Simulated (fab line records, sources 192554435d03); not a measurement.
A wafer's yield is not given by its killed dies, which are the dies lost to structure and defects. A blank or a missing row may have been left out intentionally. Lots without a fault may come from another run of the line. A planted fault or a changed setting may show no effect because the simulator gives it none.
fab line records	flow n5_finfet
[record] lots = 24	wafers = 72	last_day = 17
route steps=1938 shown SD_EPI_N@274 SD_EPI_P@310 SD_ACTIVATION@331 ILD0@335
lots that met no fault: from a run of the same line without faults
start_h: hours from the record's opening day to when the first of the lot's shown wafers began	wait_h: how many hours have passed since the lot's step before this one	" unchanged from the row above	L1.1+2: several wafers, shown together as one row	- value missing, or start not given	* or withheld: withheld	< > ~ a bound
route shown NAME@n: names a module that has steps shown in the file, with the first one's number in the route	usual: the fault-free wafers' mean and standard deviation	same: alike in all rows	chamber/n: place in a boat	sites: readings site by site	_std_site: how widely they spread, as a standard deviation	_edge_site: inner sites' mean taken away from outer sites' mean	radius_mm: how far each site lies from the wafer's centre	mask NAME#n: copy n	behind: the most recent tool/chamber to have shaped the wafer	hold: the reason the lot was held/the length of the hold in hours/how it ended	device: which transistor (n, p or np) failed to switch	end of line: tests run on the same wafers once the route is complete	where a step has no rows: the recipe by itself	killed: count of dies lost to structure and defects at first sort (not the wafer's yield)	map: a wafer's dies, marking killed ones x, the rest . and places with no die _
set.NAME: setting as actually run; set.NAME@STEP: the setting as run at that earlier step	model.NAME: the simulator's own value behind a step, which no gauge read
steps of the route over a sample of lots; a table a step, a row a wafer
services: a tool's chamber out of use, with start hour (start_h, from the record's first day; less than 0 if before it), hours out, and reason
[[steps]]
[step N5_SD_EPI_N_ETCH_34]
[recipe] chemistry = CF4	target = SiARC	target_depth_a = 455	mask_material = CAR-ArF-block	time_s = 75.8	ion_energy_ev = 80	pressure_mtorr = 40	source_w = 545	bias_w = 36	Ar_flow_sccm = 100	cf4_flow_sccm = 100	ends = cleared
[usual] cf4_flow_sccm = 99.9/0.32	drypump_motor_current_A = 5.5/0.45	etch_rf_on_time_s = 75.2/1.1	oes_product_au = 0.69/0.084	rf_vpp_V = 184.2/1	showerhead_plenum_p_Torr = 2.15/0.064	throttle_valve_pct = 15.73/0.2
lot.wafer	tool	chamber	start_h	wait_h	cf4_flow_sccm	drypump_motor_current_A	etch_rf_on_time_s	oes_product_au	rf_hours_counter_h	rf_vpp_V	showerhead_plenum_p_Torr	throttle_valve_pct
L074.1	rie_diel-04	2	48.21	0.0	100.2	5.7	76.3	0.61	223	183.9	2.20	16.14
L074.5	"	3	"	"	100.3	5.4	73.9	0.76	-	183.9	2.18	15.55
L074.6	"	2	"	"	99.7	5.6	77.5	0.61	-	186.2	2.20	16.12
L075.1	rie_diel-01	2	54.59	0.0	99.6	5.6	75.1	0.58	236	185.0	2.03	15.54
L075.2	"	1	"	"	99.8	6.0	74.9	0.71	70	182.4	2.09	15.79
L075.4	"	0	"	"	99.6	5.9	75.4	0.60	223	185.1	2.21	15.83
L076.4	rie_diel-01	0	65.10	0.0	99.8	5.9	75.8	0.60	-	185.1	2.21	15.82
L076.5	"	3	"	"	99.7	6.2	74.6	0.74	-	185.6	2.25	15.82
L076.6	"	2	"	"	100.3	5.6	74.8	0.59	-	184.2	2.03	15.57
L077.1	rie_diel-02	3	66.82	0.0	99.9	4.9	75.2	0.67	117	183.7	2.16	15.58
L077.2	"	2	"	"	100.0	5.0	75.5	0.65	137	182.6	2.06	15.86
L077.6	"	2	"	"	99.6	5.0	76.1	0.64	-	182.8	2.06	15.84
L078.1	rie_diel-02	0	73.19	0.0	100.1	5.6	76.3	0.66	138	184.2	2.15	15.86
L078.4	"	1	"	"	99.9	5.4	76.9	0.59	234	183.9	2.11	15.80
L078.6	"	2	"	"	99.9	5.0	75.6	0.64	-	182.6	2.06	15.85
L079.4	rie_diel-01	3	80.17	0.0	100.2	6.2	73.8	0.75	58	184.2	2.25	15.84
L079.5	"	2	"	"	100.4	5.6	74.7	0.57	-	183.1	2.02	15.56
L079.6	"	3	"	"	100.3	6.2	74.0	0.74	-	184.6	2.25	15.80
L080.1	rie_diel-02	2	86.80	0.0	99.9	5.0	76.0	0.63	145	183.1	2.06	15.85
L080.3	"	0	"	"	100.1	5.6	76.6	0.66	143	184.2	2.15	15.86
L080.4	"	1	"	"	100.0	5.4	76.8	0.58	238	182.9	2.11	15.79
L081.2	rie_diel-01	0	92.09	0.0	99.9	5.9	76.1	0.59	236	186.3	2.20	15.85
L081.4	"	1	"	"	99.4	6.1	74.9	0.69	81	185.2	2.08	15.80
L081.6	"	1	"	"	99.9	6.1	74.8	0.69	-	183.1	2.08	15.80
L082.2	rie_diel-04	3	95.65	0.0	100.0	5.4	74.7	0.74	56	184.6	2.17	15.61
L082.3	"	1	"	"	100.0	4.7	76.8	0.60	204	184.3	2.13	15.88
L082.6	"	1	"	"	99.9	4.7	76.7	0.61	-	184.0	2.13	15.88
L083.1	rie_diel-04	2	102.99	0.0	99.6	5.6	78.5	0.59	247	184.6	2.19	16.18
L083.2	"	0	"	"	100.3	5.5	74.7	0.84	5	184.4	2.19	15.61
L083.6	"	2	"	"	100.3	5.6	77.8	0.59	-	184.3	2.19	16.18
L084.1	rie_diel-01	0	111.21	0.0	100.0	5.9	75.2	0.59	245	184.5	2.20	15.88
L084.2	"	3	"	"	99.7	6.2	74.1	0.73	71	186.4	2.25	15.84
L084.4	"	1	"	"	99.8	6.1	74.7	0.68	-	182.3	2.08	15.80
L085.1	rie_diel-02	3	115.63	0.0	100.1	4.9	74.9	0.65	137	184.3	2.15	15.63
L085.2	"	1	"	"	99.6	5.4	76.0	0.57	248	183.5	2.11	15.82
L085.4	"	2	"	"	99.9	5.1	74.6	0.63	155	183.3	2.06	15.90
L086.1	rie_diel-02	3	120.29	0.0	99.7	4.9	76.0	0.65	138	184.0	2.15	15.62
L086.3	"	0	"	"	99.6	5.6	77.0	0.65	155	185.3	2.14	15.89
L086.4	"	0	"	"	99.8	5.6	76.4	0.65	-	184.3	2.14	15.89
L087.3	rie_diel-04	3	128.19	0.0	99.9	5.4	74.2	0.72	69	184.0	2.17	15.63
L087.5	"	0	"	"	100.0	5.5	73.5	0.82	-	184.3	2.19	15.65
L087.6	"	3	"	"	100.5	5.4	74.3	0.72	-	185.2	2.17	15.62
L088.1	rie_diel-04	1	133.64	0.0	99.8	4.7	76.9	0.60	216	183.3	2.12	15.88
L088.2	"	0	"	"	100.0	5.5	74.0	0.80	18	183.9	2.19	15.64
L088.3	"	3	"	"	100.0	5.4	74.6	0.72	71	186.1	2.17	15.65
L089.1	rie_diel-04	2	143.85	0.0	99.4	5.6	75.1	0.82	7	185.1	2.19	15.70
L089.4	"	0	"	"	100.0	5.5	73.2	0.81	22	184.2	2.19	15.65
L089.6	"	0	"	"	100.1	5.5	73.5	0.80	-	183.7	2.19	15.63
L090.1	rie_diel-01	3	144.54	0.0	100.0	6.2	74.5	0.71	84	184.1	2.24	15.90
L090.2	"	1	"	"	99.5	6.1	74.9	0.67	103	183.3	2.08	15.83
L090.5	"	3	"	"	100.2	6.2	74.4	0.71	-	184.3	2.24	15.87
L091.3	rie_diel-02	2	155.11	0.0	99.4	5.0	75.8	0.62	171	181.6	2.05	15.92
L091.4	"	1	"	"	99.8	5.3	75.6	0.81	7	183.1	2.10	15.34
L091.6	"	3	"	"	99.7	4.9	75.7	0.64	-	183.7	2.15	15.66
L092.1	rie_diel-01	2	155.89	0.0	99.8	5.6	74.5	0.80	18	185.5	2.27	15.13
L092.3	"	1	"	"	100.3	6.1	73.8	0.67	108	182.3	2.08	15.85
L092.6	"	3	"	"	100.3	6.2	73.6	0.71	-	185.3	2.24	15.91
L093.1	rie_diel-01	2	163.04	0.0	100.0	5.6	75.9	0.80	21	186.7	2.27	15.13
L093.4	"	0	"	"	100.2	5.9	73.8	0.86	5	184.5	2.20	15.37
L093.6	"	0	"	"	100.1	5.9	74.7	0.85	-	185.6	2.19	15.37
L094.1	rie_diel-02	1	167.89	0.0	100.0	5.3	74.8	0.79	11	184.7	2.10	15.35
L094.2	"	3	"	"	100.1	4.9	75.7	0.63	156	185.7	2.15	15.66
L094.3	"	2	"	"	99.7	5.0	75.2	0.62	176	184.9	2.05	15.92
L095.2	rie_diel-04	0	176.14	0.0	99.3	5.5	72.9	0.78	33	183.9	2.18	15.66
L095.3	"	1	"	"	99.9	4.7	76.5	0.58	230	184.2	2.12	15.92
L095.6	"	1	"	"	99.1	4.7	76.2	0.59	-	184.2	2.12	15.93
L096.1	rie_diel-01	0	185.97	0.0	100.1	5.9	74.1	0.83	13	184.0	2.19	15.39
L096.3	"	2	"	"	100.5	5.6	74.6	0.78	28	186.9	2.27	15.14
L096.5	"	1	"	"	100.0	6.1	74.2	0.66	-	183.0	2.07	15.88
L097.3	rie_diel-04	1	188.90	0.0	100.1	4.8	77.5	0.58	235	182.6	2.12	15.91
L097.4	"	3	"	"	100.4	5.4	75.1	0.69	92	184.2	2.16	15.68
L097.6	"	1	"	"	99.9	4.7	77.7	0.58	-	183.9	2.12	15.93
[step N5_SD_EPI_N_VAPOR_ETCH_50]
[recipe] chemistry = HCl	target = Si	temp_c = 775	time_s = 54	pressure_torr = 20	mode = isotropic
[usual] throttle_valve_pct = 12.08/0.21
lot.wafer	tool	chamber	start_h	wait_h	throttle_valve_pct
L074.1	epi_rpcvd-03	0	49.81	0.4	11.98
L074.5	"	0	"	"	11.86
L074.6	"	0	"	"	11.79
L075.1	epi_rpcvd-03	0	56.19	0.4	11.71
L075.2	"	0	"	"	11.84
L075.4	"	0	"	"	11.60
L076.4	epi_rpcvd-04	0	66.63	0.2	11.90
L076.5	"	0	"	"	12.40
L076.6	"	0	"	"	12.19
L077.1	epi_rpcvd-02	0	68.28	0.3	12.10
L077.2	"	0	"	"	12.24
L077.6	"	0	"	"	12.51
L078.1	epi_rpcvd-04	0	74.66	0.3	11.77
L078.4	"	0	"	"	12.12
L078.6	"	0	"	"	12.09
L079.4	epi_rpcvd-03	0	81.74	0.2	12.01
L079.5	"	0	"	"	11.88
L079.6	"	0	"	"	11.96
L080.1	epi_rpcvd-03	0	88.26	0.3	11.81
L080.3	"	0	"	"	12.02
L080.4	"	0	"	"	11.74
L081.2	epi_rpcvd-03	0	93.58	0.3	11.78
L081.4	"	0	"	"	12.00
L081.6	"	0	"	"	11.95
L082.2	epi_rpcvd-02	0	97.14	0.3	11.99
L082.3	"	0	"	"	12.17
L082.6	"	0	"	"	12.27
L083.1	epi_rpcvd-02	0	104.45	0.3	12.16
L083.2	"	0	"	"	12.23
L083.6	"	0	"	"	12.20
L084.1	epi_rpcvd-03	0	112.66	0.3	12.02
L084.2	"	0	"	"	11.73
L084.4	"	0	"	"	11.83
L085.1	epi_rpcvd-03	0	117.11	0.3	12.09
L085.2	"	0	"	"	12.09
L085.4	"	0	"	"	11.90
L086.1	epi_rpcvd-02	0	121.87	0.4	12.18
L086.3	"	0	"	"	12.45
L086.4	"	0	"	"	12.21
L087.3	epi_rpcvd-02	0	129.73	0.2	12.13
L087.5	"	0	"	"	12.14
L087.6	"	0	"	"	12.43
L088.1	epi_rpcvd-02	0	135.10	0.3	11.96
L088.2	"	0	"	"	12.39
L088.3	"	0	"	"	12.46
L089.1	epi_rpcvd-03	0	145.33	0.3	11.86
L089.4	"	0	"	"	11.99
L089.6	"	0	"	"	11.82
L090.1	epi_rpcvd-04	0	146.12	0.4	12.25
L090.2	"	0	"	"	12.23
L090.5	"	0	"	"	12.33
L091.3	epi_rpcvd-03	0	156.68	0.2	12.22
L091.4	"	0	"	"	11.61
L091.6	"	0	"	"	11.73
L092.1	epi_rpcvd-04	0	157.35	0.3	12.15
L092.3	"	0	"	"	12.09
L092.6	"	0	"	"	12.19
L093.1	epi_rpcvd-02	0	164.50	0.3	12.31
L093.4	"	0	"	"	12.06
L093.6	"	0	"	"	12.37
L094.1	epi_rpcvd-02	0	169.35	0.3	12.26
L094.2	"	0	"	"	12.31
L094.3	"	0	"	"	12.47
L095.2	epi_rpcvd-02	0	177.63	0.3	12.11
L095.3	"	0	"	"	12.08
L095.6	"	0	"	"	12.28
L096.1	epi_rpcvd-03	0	187.43	0.3	11.99
L096.3	"	0	"	"	11.69
L096.5	"	0	"	"	11.80
L097.3	epi_rpcvd-04	0	190.44	0.2	12.03
L097.4	"	0	"	"	11.93
L097.6	"	0	"	"	12.41
[step N5_SD_EPI_P_ETCHBACK_46]
[recipe] chemistry = CH3F/O2	mode = anisotropic_etchback	target = SiNx	target_depth_a = 175	stop_on = SiO2	over_etch_frac = 0.3	ion_energy_ev = 120	pressure_mtorr = 30	source_w = 395	bias_w = 73	Ar_flow_sccm = 150	CH3F_flow_sccm = 30	O2_flow_sccm = 20
[usual] O2_flow_sccm = 20.00/0.06	drypump_motor_current_A = 5.5/0.44	oes_product_au = 0.66/0.057	rf_vpp_V = 297/3.1	showerhead_plenum_p_Torr = 2.00/0.063	throttle_valve_pct = 16.40/0.2
[same] over_etch_frac = 0.3
lot.wafer	tool	chamber	start_h	wait_h	O2_flow_sccm	drypump_motor_current_A	oes_product_au	rf_hours_counter_h	rf_vpp_V	showerhead_plenum_p_Torr	throttle_valve_pct
L074.1	rie_diel-06	1	53.97	0.0	20.04	5.3	0.80	20	302	2.04	16.28
L074.5	"	0	"	"	20.00	5.5	0.68	-	294	1.94	16.48
L074.6	"	2	"	"	19.98	5.7	0.68	-	299	1.94	16.59
L075.1	rie_diel-05	0	60.09	0.0	20.03	5.3	0.68	122	292	2.02	16.12
L075.2	"	2	"	"	20.09	6.0	0.61	202	298	1.98	16.61
L075.4	"	3	"	"	20.00	5.4	0.66	135	298	2.10	16.29
L076.4	rie_diel-05	0	70.07	0.0	20.04	5.3	0.67	125	294	2.02	16.15
L076.5	"	2	"	"	20.07	6.0	0.61	-	297	1.98	16.61
L076.6	"	1	"	"	19.94	5.6	0.62	-	297	1.90	16.71
L077.1	rie_diel-05	0	71.64	0.0	20.04	5.3	0.68	125	294	2.02	16.15
L077.2	"	3	"	"	20.07	5.4	0.66	139	297	2.10	16.28
L077.6	"	1	"	"	19.92	5.6	0.61	-	298	1.90	16.71
L078.1	rie_diel-06	2	78.36	0.0	19.96	5.7	0.67	106	298	1.93	16.63
L078.4	"	1	"	"	20.06	5.3	0.78	30	303	2.04	16.29
L078.6	"	3	"	"	20.01	6.8	0.83	-	299	2.06	16.05
L079.4	rie_diel-03	3	85.39	0.0	20.04	5.1	0.74	63	293	2.03	16.19
L079.5	"	3	"	"	20.04	5.1	0.75	-	293	2.03	16.18
L079.6	"	0	"	"	20.00	5.3	0.62	-	302	2.07	16.29
L080.1	rie_diel-03	1	91.75	0.0	20.06	5.2	0.64	175	296	2.08	16.36
L080.3	"	0	"	"	20.06	5.3	0.63	165	304	2.07	16.31
L080.4	"	2	"	"	20.04	4.8	0.61	229	297	1.98	16.26
L081.2	rie_diel-05	3	97.39	0.0	19.99	5.4	0.65	146	299	2.09	16.32
L081.4	"	0	"	"	20.03	5.3	0.67	133	293	2.01	16.14
L081.6	"	0	"	"	20.01	5.3	0.67	-	294	2.01	16.13
L082.2	rie_diel-03	3	101.23	0.0	19.97	5.1	0.74	67	292	2.03	16.20
L082.3	"	1	"	"	20.11	5.1	0.63	177	297	2.08	16.36
L082.6	"	2	"	"	20.18	4.8	0.60	-	297	1.98	16.26
L083.1	rie_diel-05	2	107.97	0.0	19.96	6.0	0.61	215	297	1.98	16.62
L083.2	"	1	"	"	20.07	5.6	0.61	228	297	1.89	16.73
L083.6	"	1	"	"	20.08	5.6	0.60	-	298	1.89	16.73
L084.1	rie_diel-06	1	115.96	0.0	19.91	5.3	0.77	42	302	2.04	16.32
L084.2	"	0	"	"	20.06	5.5	0.66	130	293	1.93	16.53
L084.4	"	3	"	"	20.02	6.8	0.78	15	300	2.05	16.09
L085.1	rie_diel-05	1	121.00	0.0	20.00	5.6	0.61	231	297	1.89	16.74
L085.2	"	2	"	"	19.98	6.0	0.60	219	296	1.98	16.63
L085.4	"	3	"	"	20.03	5.4	0.64	153	298	2.09	16.31
L086.1	rie_diel-05	3	125.93	0.0	19.92	5.4	0.64	155	298	2.09	16.32
L086.3	"	1	"	"	20.05	5.6	0.60	233	297	1.89	16.76
L086.4	"	0	"	"	19.87	5.3	0.66	142	292	2.01	16.16
L087.3	rie_diel-03	0	132.93	0.0	20.03	5.3	0.62	175	303	2.07	16.33
L087.5	"	2	"	"	20.01	4.8	0.61	-	296	1.98	16.28
L087.6	"	3	"	"	19.98	5.1	0.73	-	293	2.03	16.20
L088.1	rie_diel-03	2	138.40	0.0	20.00	4.8	0.60	243	296	1.98	16.28
L088.2	"	3	"	"	19.98	5.1	0.73	78	293	2.03	16.20
L088.3	"	1	"	"	20.02	5.2	0.62	187	295	2.08	16.38
L089.1	rie_diel-03	2	148.74	0.0	19.99	4.8	0.60	246	297	1.98	16.30
L089.4	"	1	"	"	19.97	5.1	0.62	191	296	2.07	16.39
L089.6	"	1	"	"	19.98	5.2	0.62	-	296	2.07	16.38
L090.1	rie_diel-05	1	150.21	0.0	19.96	5.6	0.60	239	298	1.89	16.76
L090.2	"	0	"	"	19.85	5.3	0.66	148	294	2.01	16.17
L090.5	"	1	"	"	20.02	5.6	0.60	-	297	1.89	16.75
L091.3	rie_diel-03	1	159.97	0.0	20.03	5.2	0.62	194	296	2.07	16.38
L091.4	"	0	"	"	20.02	5.3	0.61	183	304	2.07	16.33
L091.6	"	0	"	"	20.05	5.3	0.61	-	302	2.07	16.34
L092.1	rie_diel-03	2	160.70	0.0	20.05	4.8	0.60	250	296	1.97	16.29
L092.3	"	0	"	"	19.96	5.3	0.60	183	302	2.07	16.36
L092.6	"	1	"	"	19.96	5.2	0.62	-	294	2.07	16.38
L093.1	rie_diel-06	3	167.99	0.0	19.95	6.8	0.76	32	299	2.05	16.14
L093.4	"	2	"	"	20.02	5.7	0.64	134	298	1.92	16.68
L093.6	"	3	"	"	19.98	6.8	0.76	-	299	2.05	16.13
L094.1	rie_diel-06	2	172.82	0.0	20.09	5.7	0.64	135	299	1.92	16.67
L094.2	"	1	"	"	19.92	5.3	0.74	59	301	2.03	16.34
L094.3	"	3	"	"	20.05	6.8	0.76	34	299	2.05	16.14
L095.2	rie_diel-05	1	180.95	0.0	20.02	5.6	0.59	248	298	1.89	16.76
L095.3	"	0	"	"	19.97	5.3	0.65	156	293	2.01	16.18
L095.6	"	2	"	"	20.03	6.0	0.59	-	296	1.97	16.67
L096.1	rie_diel-05	3	190.85	0.0	20.11	5.4	0.63	174	296	2.08	16.35
L096.3	"	2	"	"	20.00	6.0	0.59	240	296	1.97	16.66
L096.5	"	2	"	"	19.90	6.0	0.59	-	295	1.97	16.68
L097.3	rie_diel-06	0	193.76	0.0	20.09	5.5	0.65	155	294	1.92	16.58
L097.4	"	2	"	"	19.92	5.7	0.64	142	298	1.92	16.69
L097.6	"	3	"	"	20.01	6.8	0.76	-	300	2.04	16.15
[step N5_SD_ACTIVATION_LSA_01]
[recipe] temp_c = 1080	time_s = 0.0008	ambient = N2
[usual] wafer_temp_C_max = 1084.6/1
lot.wafer	tool	chamber	start_h	wait_h	wafer_temp_C_max
L074.1	laser_anneal-01	0	57.51	0.2	1084.1
L074.5	"	0	"	"	1084.9
L074.6	"	0	"	"	1084.4
L075.1	laser_anneal-02	0	63.64	0.2	1085.0
L075.2	"	0	"	"	1085.1
L075.4	"	0	"	"	1084.1
L076.4	laser_anneal-01	0	74.79	0.2	1084.1
L076.5	"	0	"	"	1083.9
L076.6	"	0	"	"	1083.2
L077.1	laser_anneal-02	0	75.23	0.2	1084.4
L077.2	"	0	"	"	1084.4
L077.6	"	0	"	"	1084.4
L078.1	laser_anneal-01	0	81.91	0.2	1083.5
L078.4	"	0	"	"	1082.6
L078.6	"	0	"	"	1084.7
L079.4	laser_anneal-02	0	89.03	0.2	1086.0
L079.5	"	0	"	"	1085.6
L079.6	"	0	"	"	1085.9
L080.1	laser_anneal-01	0	95.29	0.2	1083.7
L080.3	"	0	"	"	1085.0
L080.4	"	0	"	"	1083.9
L081.2	laser_anneal-02	0	100.98	0.2	1084.4
L081.4	"	0	"	"	1087.1
L081.6	"	0	"	"	1088.2
L082.2	laser_anneal-01	0	105.63	0.2	1083.9
L082.3	"	0	"	"	1083.2
L082.6	"	0	"	"	1083.7
L083.1	laser_anneal-02	0	111.55	0.2	1084.5
L083.2	"	0	"	"	1085.5
L083.6	"	0	"	"	1084.6
L084.1	laser_anneal-01	0	119.50	0.2	1084.2
L084.2	"	0	"	"	1083.6
L084.4	"	0	"	"	1083.7
L085.1	laser_anneal-02	0	125.37	0.2	1086.1
L085.2	"	0	"	"	1085.2
L085.4	"	0	"	"	1085.2
L086.1	laser_anneal-01	0	129.46	0.2	1084.5
L086.3	"	0	"	"	1083.4
L086.4	"	0	"	"	1085.2
L087.3	laser_anneal-02	0	136.52	0.2	1085.1
L087.5	"	0	"	"	1086.5
L087.6	"	0	"	"	1087.2
L088.1	laser_anneal-01	0	142.01	0.2	1084.9
L088.2	"	0	"	"	1084.4
L088.3	"	0	"	"	1085.3
L089.1	laser_anneal-02	0	152.42	0.2	1085.5
L089.4	"	0	"	"	1084.3
L089.6	"	0	"	"	1086.8
L090.1	laser_anneal-01	0	153.80	0.2	1085.0
L090.2	"	0	"	"	1084.4
L090.5	"	0	"	"	1084.3
L091.3	laser_anneal-02	0	163.58	0.2	1084.3
L091.4	"	0	"	"	1085.5
L091.6	"	0	"	"	1085.3
L092.1	laser_anneal-01	0	164.42	0.2	1084.8
L092.3	"	0	"	"	1083.3
L092.6	"	0	"	"	1083.7
L093.1	laser_anneal-01	0	171.65	0.2	1083.7
L093.4	"	0	"	"	1082.7
L093.6	"	0	"	"	1083.1
L094.1	laser_anneal-01	0	176.60	0.2	1084.2
L094.2	"	0	"	"	1085.4
L094.3	"	0	"	"	1084.5
L095.2	laser_anneal-01	0	185.49	0.2	1084.1
L095.3	"	0	"	"	1084.2
L095.6	"	0	"	"	1084.3
L096.1	laser_anneal-01	0	194.40	0.2	1084.5
L096.3	"	0	"	"	1083.1
L096.5	"	0	"	"	1083.9
L097.3	laser_anneal-01	0	198.22	0.2	1084.4
L097.4	"	0	"	"	1084.6
L097.6	"	0	"	"	1084.2
[step N5_ILD0_LINER_00]
[recipe] material = SiNx	target_thk_a = 40	temp_c = 400	ald_precursor_family = SiH2I2	ald_co_reactant = N2/H2-plasma	pulse_time_s = 1	purge_time_s = 2	co_reactant_purge_time_s = 2	ald_cycles = 80	pressure_torr = 2
[usual] heater_power_w = 834/70	precursor_pulse_height_rel = 0.999/0.018
[same] pulse_time_s = 1
lot.wafer	tool	chamber	start_h	wait_h	heater_power_w	precursor_pulse_height_rel
L074.1	ald_sin-03	2	58.23	0.2	803	1.003
L074.5	"	0	"	"	872	0.978
L074.6	"	1	"	"	733	1.027
L075.1	ald_sin-03	0	64.20	0.0	851	0.999
L075.2	"	2	"	"	780	0.988
L075.4	"	1	"	"	740	1.014
L076.4	ald_sin-03	1	75.26	0.0	754	1.017
L076.5	"	0	"	"	853	1.000
L076.6	"	3	"	"	814	1.001
L077.1	ald_sin-03	3	75.92	0.2	829	1.003
L077.2	"	0	"	"	866	1.016
L077.6	"	3	"	"	821	0.980
L078.1	ald_sin-01	2	82.48	0.0	956	0.965
L078.4	"	1	"	"	776	0.975
L078.6	"	0	"	"	871	0.983
L079.4	ald_sin-01	0	89.51	0.0	873	1.022
L079.5	"	3	"	"	856	1.010
L079.6	"	0	"	"	887	0.973
L080.1	ald_sin-03	3	96.25	0.4	830	1.023
L080.3	"	1	"	"	730	1.018
L080.4	"	0	"	"	836	1.004
L081.2	ald_sin-02	3	101.52	0.0	957	0.996
L081.4	"	3	"	"	984	0.978
L081.6	"	0	"	"	898	1.011
L082.2	ald_sin-01	3	106.16	0.0	855	1.007
L082.3	"	1	"	"	766	1.014
L082.6	"	3	"	"	864	1.018
L083.1	ald_sin-02	1	112.29	0.2	668	0.998
L083.2	"	2	"	"	864	1.015
L083.6	"	2	"	"	855	1.008
L084.1	ald_sin-02	3	120.06	0.0	944	1.024
L084.2	"	0	"	"	891	1.007
L084.4	"	2	"	"	841	1.006
L085.1	ald_sin-03	3	125.94	0.0	841	1.004
L085.2	"	2	"	"	810	1.014
L085.4	"	0	"	"	874	0.972
L086.1	ald_sin-03	0	130.22	0.2	852	1.031
L086.3	"	2	"	"	801	0.999
L086.4	"	3	"	"	814	0.977
L087.3	ald_sin-03	0	137.02	0.0	875	0.995
L087.5	"	2	"	"	776	0.974
L087.6	"	3	"	"	855	0.997
L088.1	ald_sin-01	2	142.80	0.3	940	1.001
L088.2	"	1	"	"	766	1.023
L088.3	"	3	"	"	862	1.028
L089.1	ald_sin-01	1	152.98	0.0	800	1.033
L089.4	"	2	"	"	957	0.976
L089.6	"	3	"	"	855	1.019
L090.1	ald_sin-03	0	154.36	0.0	854	1.033
L090.2	"	3	"	"	845	1.001
L090.5	"	0	"	"	881	0.989
L091.3	ald_sin-03	3	164.08	0.0	815	1.028
L091.4	"	2	"	"	774	0.964
L091.6	"	1	"	"	772	1.001
L092.1	ald_sin-01	0	164.99	0.0	870	1.022
L092.3	"	1	"	"	786	0.980
L092.6	"	1	"	"	762	0.986
L093.1	ald_sin-03	3	172.23	0.0	829	0.968
L093.4	"	2	"	"	788	1.007
L093.6	"	1	"	"	732	0.989
L094.1	ald_sin-01	0	177.18	0.0	879	1.021
L094.2	"	2	"	"	982	0.996
L094.3	"	3	"	"	848	1.025
L095.2	ald_sin-01	1	186.13	0.1	792	0.975
L095.3	"	0	"	"	867	1.007
L095.6	"	2	"	"	967	0.976
L096.1	ald_sin-01	2	195.23	0.3	967	0.992
L096.3	"	3	"	"	855	1.003
L096.5	"	3	"	"	871	1.012
L097.3	ald_sin-03	0	198.72	0.0	883	0.948
L097.4	"	1	"	"	747	0.996
L097.6	"	0	"	"	861	0.985
[step N5_ILD0_THK_MEAS_04]
[usual] thk_nm = 197.7/1.1
lot.wafer	tool	chamber	start_h	wait_h	thk_nm
L074.1	film_metro-01	-	60.89	-	196.9
L074.5	"	-	"	"	195.4
L074.6	"	-	"	"	196.6
L075.1	film_metro-02	-	66.86	-	196.8
L075.2	"	-	"	"	198.2
L075.4	"	-	"	"	197.4
L076.4	film_metro-01	-	77.92	-	196.9
L076.5	"	-	"	"	195.6
L076.6	"	-	"	"	195.6
L077.1	film_metro-01	-	78.70	-	196.1
L077.2	"	-	"	"	197.8
L077.6	"	-	"	"	199.3
L078.1	film_metro-01	-	85.14	-	196.7
L078.4	"	-	"	"	197.0
L078.6	"	-	"	"	195.7
L079.4	film_metro-02	-	92.17	-	196.4
L079.5	"	-	"	"	197.4
L079.6	"	-	"	"	198.7
L080.1	film_metro-02	-	98.91	-	196.9
L080.3	"	-	"	"	197.8
L080.4	"	-	"	"	198.3
L081.2	film_metro-02	-	104.18	-	197.5
L081.4	"	-	"	"	197.5
L081.6	"	-	"	"	198.1
L082.2	film_metro-01	-	108.82	-	197.3
L082.3	"	-	"	"	198.0
L082.6	"	-	"	"	198.2
L083.1	film_metro-01	-	114.94	-	195.6
L083.2	"	-	"	"	197.9
L083.6	"	-	"	"	196.8
L084.1	film_metro-02	-	122.72	-	198.5
L084.2	"	-	"	"	198.2
L084.4	"	-	"	"	198.9
L085.1	film_metro-02	-	128.59	-	197.5
L085.2	"	-	"	"	196.8
L085.4	"	-	"	"	196.8
L086.1	film_metro-01	-	132.89	-	197.9
L086.3	"	-	"	"	200.3
L086.4	"	-	"	"	198.9
L087.3	film_metro-02	-	139.68	-	197.5
L087.5	"	-	"	"	199.0
L087.6	"	-	"	"	198.4
L088.1	film_metro-01	-	145.46	-	197.5
L088.2	"	-	"	"	198.3
L088.3	"	-	"	"	197.1
L089.1	film_metro-01	-	155.64	-	197.0
L089.4	"	-	"	"	197.5
L089.6	"	-	"	"	198.8
L090.1	film_metro-01	-	157.02	-	196.8
L090.2	"	-	"	"	197.7
L090.5	"	-	"	"	198.3
L091.3	film_metro-01	-	166.75	-	199.3
L091.4	"	-	"	"	200.1
L091.6	"	-	"	"	200.4
L092.1	film_metro-01	-	167.67	0.2	197.5
L092.3	"	-	"	"	197.2
L092.6	"	-	"	"	198.9
L093.1	film_metro-01	-	174.89	-	199.1
L093.4	"	-	"	"	198.0
L093.6	"	-	"	"	199.6
L094.1	film_metro-01	-	179.85	-	196.8
L094.2	"	-	"	"	197.7
L094.3	"	-	"	"	197.7
L095.2	film_metro-02	-	189.16	-	198.0
L095.3	"	-	"	"	198.1
L095.6	"	-	"	"	197.9
L096.1	film_metro-01	-	198.25	-	197.3
L096.3	"	-	"	"	197.3
L096.5	"	-	"	"	197.8
L097.3	film_metro-01	-	201.75	-	198.1
L097.4	"	-	"	"	197.0
L097.6	"	-	"	"	198.2
[[services]]
tool	chamber	start_h	hours	kind
rie_diel-05	2	24.66	3.3	repair
ald_sin-01	0	36.43	8.6	repair
rie_diel-05	0	43.68	8.0	repair
rie_diel-05	2	47.42	1.8	repair
epi_rpcvd-02	-	48.63	0.5	repair
laser_anneal-02	-	57.89	1.3	pm
rie_diel-02	1	60.43	7.0	repair
laser_anneal-01	-	61.27	2.7	pm
rie_diel-01	1	63.32	3.7	repair
rie_diel-05	2	65.70	3.1	repair
ald_sin-02	2	71.28	30.4	repair
ald_sin-02	-	86.52	14.0	pm
rie_diel-03	-	95.11	2.8	pm
rie_diel-01	1	105.60	1.4	repair
epi_rpcvd-03	-	118.97	8.1	pm
rie_diel-04	1	120.61	9.8	repair
laser_anneal-01	-	132.22	5.5	pm
epi_rpcvd-04	-	149.76	0.6	repair
rie_diel-06	3	158.92	1.5	repair
laser_anneal-02	-	170.05	119.9	pm
ald_sin-03	3	172.68	20.5	repair
ald_sin-03	-	178.11	14.0	pm
rie_diel-02	0	180.49	4.4	repair
ald_sin-02	-	182.71	14.6	pm
[[key]]
fault none
